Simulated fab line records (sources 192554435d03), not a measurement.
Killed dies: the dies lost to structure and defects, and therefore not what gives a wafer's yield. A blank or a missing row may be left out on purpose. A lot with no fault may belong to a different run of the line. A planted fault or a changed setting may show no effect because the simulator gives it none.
Split-lot study | flow n5 finfet | on a route of 1938 steps: 7 lots, 21 wafers read

## SPLIT DETAILS
At N5_MOL_CONTACT_COAG_ALD_27 (deposits SiOC, target thk 17 nm, pulse time 1.5 s, time 2720 s), the setting ald cycles was moved away from the recipe's 340 on 7 of the 21 wafers read, by -15.9% to +15.9%. The other wafers ran this setting at the recipe's value.

The reading comes from the split's own step.

## THE READING
SiOC_of_MOL_CONTACT_COAG_ALD_27.thk nm (the simulator's own value, which no gauge read), in nm, at N5_MOL_CONTACT_COAG_ALD_27 (deposits SiOC, target thk 17 nm, pulse time 1.5 s, time 2720 s). The file gives no usual value for it. Here, 14 wafers ran the recipe; their average is 16.9 nm with a standard deviation of 0.12 nm.

wafer  | tool, chamber at the split | ald cycles as run | against the recipe | SiOC_of_MOL_CONTACT_COAG_ALD_27.thk nm, nm | against lot-mates on the recipe
L076.1 | ald sin-02, 0,2            | 390               | +14.7%             | 19.4                                       | +2.6
L076.3 | ald sin-02, 0,2            | 390               | +14.7%             | 19.4                                       | +2.6
L076.4 | ald sin-02, 3              | 340               | recipe             | 16.8                                       | -
L083.1 | ald sin-04, 2              | 340               | recipe             | 17                                         | -
L083.3 | ald sin-04, 0,1            | 304               | -10.6%             | 15.2                                       | -1.8
L083.4 | ald sin-04, 0,1            | 304               | -10.6%             | 15.2                                       | -1.8
L084.1 | ald sin-02, 3,2,3          | 340               | recipe             | 16.8                                       | -
L084.3 | ald sin-02, 3,2,3          | 340               | recipe             | 16.8                                       | -
L084.5 | ald sin-02, 3,2,3          | 340               | recipe             | 16.8                                       | -
L086.1 | ald sin-02, 0,1,1          | 340               | recipe             | 17                                         | -
L086.2 | ald sin-02, 0,1,1          | 340               | recipe             | 17                                         | -
L086.6 | ald sin-02, 0,1,1          | 340               | recipe             | 17                                         | -
L090.1 | ald sin-04, 0,2            | 394               | +15.9%             | 19.8                                       | +2.6
L090.4 | ald sin-04, 0,2            | 394               | +15.9%             | 19.8                                       | +2.6
L090.6 | ald sin-04, 0              | 340               | recipe             | 17.2                                       | -
L096.1 | ald sin-04, 0              | 340               | recipe             | 17                                         | -
L096.3 | ald sin-04, 2              | 340               | recipe             | 16.8                                       | -
L096.4 | ald sin-04, 1              | 286               | -15.9%             | 14.2                                       | -2.7
L097.2 | ald sin-04, 1,3,2          | 340               | recipe             | 17                                         | -
L097.4 | ald sin-04, 1,3,2          | 340               | recipe             | 17                                         | -
L097.5 | ald sin-04, 1,3,2          | 340               | recipe             | 17                                         | -
If several chambers appear in one row, that row covers several wafers at once and the file leaves open which wafer was in which chamber.

THE FIT
A straight line over all 21 wafers: SiOC_of_MOL_CONTACT_COAG_ALD_27.thk nm changes by +0.172 nm for each +1% of ald cycles; r = +1.00; the points scatter about the line by 0.11 nm.
The same after taking each lot's own level away (the mean of its wafers on the recipe; 21 wafers): +0.17 nm for each +1%; r = +1.00; scatter 0.056 nm.
The reading moves by 2.7 nm for the largest change in ald cycles, on that fit.
Measured against the standard deviation above, the lots' own levels, which go from 16.80 to 17.20 nm, span 3.4 times it.
Consequently the slope shifts little with the lot-to-lot level, the two slopes agreeing.
Check: +2.72 nm against its lot-mates is what the line predicts for one of the wafers moved furthest among these (+15.9%) when that wafer is left out of the fit. Against them it came out at +2.6 nm.

## THESE WAFERS: OTHER SPLITS
Before the reading, these wafers also passed through other splits. Each is held against what the fit with the lots' levels taken away leaves over:
other split on the same wafers | wafers away from the commonest value | r with SiOC_of_MOL_CONTACT_COAG_ALD_27.thk nm (lot level and that fit taken away)
N5_HKMG_FIN_ETCH_32 bias w     | 9                                    | -0.22
N5_GATE_CUT_CUT_ETCH_54 icp w  | 4                                    | +0.11

## THE FILE'S OWN FIT
SiOC_of_MOL_CONTACT_COAG_ALD_27.thk nm changes by +0.17 nm for each +1% of ald cycles, r = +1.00.
